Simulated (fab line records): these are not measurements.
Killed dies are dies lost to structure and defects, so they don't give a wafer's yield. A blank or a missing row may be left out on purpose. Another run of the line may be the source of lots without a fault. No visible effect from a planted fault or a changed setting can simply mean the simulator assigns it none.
Lot-split experiment || flow n5_finfet || route with 1938 steps; 7 lots, 21 wafers read

== ABOUT THE SPLIT ==
At N5_PMOS_HMC_CHANNEL_EPI_PEB_07 (peb time 60 s), the setting peb_temp_c was moved away from the recipe's 110 C on 8 of the 21 wafers read, by -1.1% to +2.8%. All remaining wafers had this setting at the recipe value.

== FROM THE SPLIT TO THE READING: what the file shows between them, 1 step ==
- N5_PMOS_HMC_CHANNEL_EPI_DEVELOP_08: develop time 30 s (also split here: develop_time_s)

== THE READING ==
At N5_PMOS_HMC_CHANNEL_EPI_CD_MEAS_09: cd_nm in nanometres, against a target cd of 237.4 nm. Typical for fault-free wafers on this fab line: 237.7 nm, with standard deviation 0.99 nm.

{"wafer": "L075.2", "tool, chamber at the split": "litho_track-01, 0", "peb_temp_c as run, C": 110, "against the recipe": "recipe", "cd_nm, nm": 237.2, "against lot-mates on the recipe": "-"}
{"wafer": "L075.3", "tool, chamber at the split": "litho_track-01, 0", "peb_temp_c as run, C": 110, "against the recipe": "recipe", "cd_nm, nm": 238.3, "against lot-mates on the recipe": "-"}
{"wafer": "L075.5", "tool, chamber at the split": "litho_track-01, 0", "peb_temp_c as run, C": 110, "against the recipe": "recipe", "cd_nm, nm": 238.5, "against lot-mates on the recipe": "-"}
{"wafer": "L076.2", "tool, chamber at the split": "litho_track-03, 0", "peb_temp_c as run, C": 108.8, "against the recipe": "-1.1%", "cd_nm, nm": 234.6, "against lot-mates on the recipe": -2.6}
{"wafer": "L076.3", "tool, chamber at the split": "litho_track-03, 0", "peb_temp_c as run, C": 108.8, "against the recipe": "-1.1%", "cd_nm, nm": 234.1, "against lot-mates on the recipe": -3.1}
{"wafer": "L076.6", "tool, chamber at the split": "litho_track-03, 0", "peb_temp_c as run, C": 110, "against the recipe": "recipe", "cd_nm, nm": 237.2, "against lot-mates on the recipe": "-"}
{"wafer": "L080.2", "tool, chamber at the split": "litho_track-03, 0", "peb_temp_c as run, C": 110, "against the recipe": "recipe", "cd_nm, nm": 237.2, "against lot-mates on the recipe": "-"}
{"wafer": "L080.3", "tool, chamber at the split": "litho_track-03, 0", "peb_temp_c as run, C": 112.8, "against the recipe": "+2.5%", "cd_nm, nm": 244.2, "against lot-mates on the recipe": "+6.6"}
{"wafer": "L080.5", "tool, chamber at the split": "litho_track-03, 0", "peb_temp_c as run, C": 110, "against the recipe": "recipe", "cd_nm, nm": 238.0, "against lot-mates on the recipe": "-"}
{"wafer": "L082.3", "tool, chamber at the split": "litho_track-01, 0", "peb_temp_c as run, C": 110, "against the recipe": "recipe", "cd_nm, nm": 237.0, "against lot-mates on the recipe": "-"}
{"wafer": "L082.4", "tool, chamber at the split": "litho_track-01, 0", "peb_temp_c as run, C": 110, "against the recipe": "recipe", "cd_nm, nm": 236.9, "against lot-mates on the recipe": "-"}
{"wafer": "L082.6", "tool, chamber at the split": "litho_track-01, 0", "peb_temp_c as run, C": 110, "against the recipe": "recipe", "cd_nm, nm": 237.1, "against lot-mates on the recipe": "-"}
{"wafer": "L085.2", "tool, chamber at the split": "litho_track-05, 0", "peb_temp_c as run, C": 110, "against the recipe": "recipe", "cd_nm, nm": 237.8, "against lot-mates on the recipe": "-"}
{"wafer": "L085.3", "tool, chamber at the split": "litho_track-05, 0", "peb_temp_c as run, C": 111.4, "against the recipe": "+1.3%", "cd_nm, nm": 242.7, "against lot-mates on the recipe": "+4.9"}
{"wafer": "L085.4", "tool, chamber at the split": "litho_track-05, 0", "peb_temp_c as run, C": 111.4, "against the recipe": "+1.3%", "cd_nm, nm": 241.9, "against lot-mates on the recipe": "+4.1"}
{"wafer": "L086.1", "tool, chamber at the split": "litho_track-05, 0", "peb_temp_c as run, C": 110, "against the recipe": "recipe", "cd_nm, nm": 237.4, "against lot-mates on the recipe": "-"}
{"wafer": "L086.4", "tool, chamber at the split": "litho_track-05, 0", "peb_temp_c as run, C": 113.1, "against the recipe": "+2.8%", "cd_nm, nm": 245.5, "against lot-mates on the recipe": "+7.9"}
{"wafer": "L086.5", "tool, chamber at the split": "litho_track-05, 0", "peb_temp_c as run, C": 110, "against the recipe": "recipe", "cd_nm, nm": 237.7, "against lot-mates on the recipe": "-"}
{"wafer": "L096.1", "tool, chamber at the split": "litho_track-01, 0", "peb_temp_c as run, C": 108.8, "against the recipe": "-1.1%", "cd_nm, nm": 235.6, "against lot-mates on the recipe": -2.9}
{"wafer": "L096.4", "tool, chamber at the split": "litho_track-01, 0", "peb_temp_c as run, C": 108.8, "against the recipe": "-1.1%", "cd_nm, nm": 235.5, "against lot-mates on the recipe": -3.0}
{"wafer": "L096.6", "tool, chamber at the split": "litho_track-01, 0", "peb_temp_c as run, C": 110, "against the recipe": "recipe", "cd_nm, nm": 238.5, "against lot-mates on the recipe": "-"}

THE FIT
A straight line over all 21 wafers: cd_nm changes by +2.77 nm for each +1% of peb_temp_c; r = +0.97; the points scatter about the line by 0.68 nm.
The same after taking each lot's own level away (the mean of its wafers on the recipe; 21 wafers): +2.81 nm for each +1%; r = +0.99; scatter 0.44 nm.
On that fit, the largest move of peb_temp_c shifts the reading by 7.9 nm.
Across the lots, their own levels run from 237.00 to 238.50 nm, a range of 1.5 times the standard deviation given above.
The two slopes are in agreement: the lot-to-lot level therefore moves the slope only a little.
Check: for one of the wafers moved furthest among these (+2.8%), held out of the fit, the line's prediction against its lot-mates is +8.05 nm. It came out at +7.95 nm against them.

== ADDITIONAL SPLITS CARRIED BY THESE WAFERS ==
Other splits were also applied to these wafers ahead of the reading. Each is held against what the fit with the lots' levels taken away leaves over:
{"other split on the same wafers": "N5_ZERO_LAYER_COAT_05 spin_rpm", "wafers away from the commonest value": 5, "r with cd_nm (lot level and that fit taken away)": "+0.36"}
{"other split on the same wafers": "N5_ZERO_LAYER_EXPOSE_08 dose_mj", "wafers away from the commonest value": 8, "r with cd_nm (lot level and that fit taken away)": "+0.08"}
{"other split on the same wafers": "N5_PMOS_HMC_CHANNEL_EPI_DEVELOP_08 develop_time_s", "wafers away from the commonest value": 6, "r with cd_nm (lot level and that fit taken away)": -0.04}

== THE WHOLE CHAIN: every reading that the file lists as answering this split, in the file's order ==
{"step": "N5_PMOS_HMC_CHANNEL_EPI_CD_MEAS_09", "what it does": "target cd 237.4 nm", "reading": "cd_nm", "change (the file's fit)": "+2.79 nm for each +1% of the setting", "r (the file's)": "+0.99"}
{"step": "N5_PMOS_HMC_CHANNEL_EPI_DESCUM_14", "what it does": "chemistry O2, time 7.9 s", "reading": "PMOS_HMC_CHANNEL_EPI.cd_nm (the simulator's own value, which no gauge read)", "change (the file's fit)": "+2.9 nm for each +1% of the setting", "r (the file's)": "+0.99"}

== FILE'S OWN FIT ==
cd_nm changes by +2.79 nm for each +1% of peb_temp_c, r = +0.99.
